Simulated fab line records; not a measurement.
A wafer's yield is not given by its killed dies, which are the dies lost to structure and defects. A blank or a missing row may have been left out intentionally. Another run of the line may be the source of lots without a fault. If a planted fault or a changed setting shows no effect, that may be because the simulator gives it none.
Code-filled problem report in 8D (eight disciplines) form | flow nand-harc | the parts of the form that need people (team, actions taken, sign-off) are left out

## 1. WHAT WENT WRONG
exposure-dose-mJ-cm2 at NHARC_THIN_TSV_EXPOSE_30 reads a mean of 12.048 on 6 wafers of 2 lots; wafers without a fault read 11.470 with a standard deviation of 0.011. That is +53 standard deviations from the usual mean.
The step: exposes mask PAD.
First seen on wafer L346.1, day 21 15:13, on krf-scanner-04. At this step, 39 wafers from 13 lots have a number in the record. Rule for "out", or "out of limits": more than 4 standard deviations from the usual mean. The rest of the wafers with a number are treated as sound.

## 2. WHAT THIS IS AND IS NOT
question                    | is                     | is not
which readings at this step | exposure-dose-mJ-cm2   | -
which lots                  | L346, L348             | L335, L336, L340, L341, L347, L349, L350, L351, L353, L356, L357
which wafers of those lots  | all that have a number | -
read on which tools         | krf-scanner-04         | krf-scanner-01, krf-scanner-03
when                        | from day 21 15:13      | up to then (12 sound wafers); but 21 sound wafers of L347, L349, L350, L351, L353, L356, L357 came after

## 3. SUSPECTS, AND WHAT RULES EACH OUT
Counting: a tool at any process step up to the reading remains a suspect when it ran all the lots that are out and ran no sound lot after the first of those.
- krf-scanner-04 at NHARC_THIN_TSV_EXPOSE_30 (exposes mask PAD): kept. Every lot that is out went through it, starting with L346 (day 21 15:13), and after that it ran no sound lot; the last sound lot it ran before then is L340 (day 20 13:25). On those wafers its own readings are out: exposure-dose-mJ-cm2.
After counting, what remains is krf-scanner-04 at NHARC_THIN_TSV_EXPOSE_30.

## 4. THE CAUSE (what the simulator had put in)
Process parameters drifting: krf-scanner-04 at NHARC_THIN_TSV_EXPOSE_30, beginning at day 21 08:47. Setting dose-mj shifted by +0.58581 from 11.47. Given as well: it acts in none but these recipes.
This tool alone remained once counting was done.

## 5. SEQUENCE OF EFFECTS, ordered by route
One row per reading whose mean, taken over the struck wafers that have a number, lies over 3 standard deviations from the usual. Only readings whose record carries a usual standard deviation are examined. hours: median over the lots of the time between each lot's start at the first step of this table that gives one and its start at this step. sigmas: the change, counted in usual standard deviations.
hours | step                     | reading              | usual  | on struck wafers | change | sigmas
0     | NHARC_THIN_TSV_EXPOSE_30 | exposure-dose-mJ-cm2 | 11.470 | 12.048           | +0.578 | +53
It contains these process steps:
- NHARC_THIN_TSV_EXPOSE_30: exposes mask PAD.

## 6. HOW IT WOULD HAVE BEEN CAUGHT EARLIER
In this record the first reading out of limits was taken at day 21 15:13, 6 hours after the fault began at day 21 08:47.
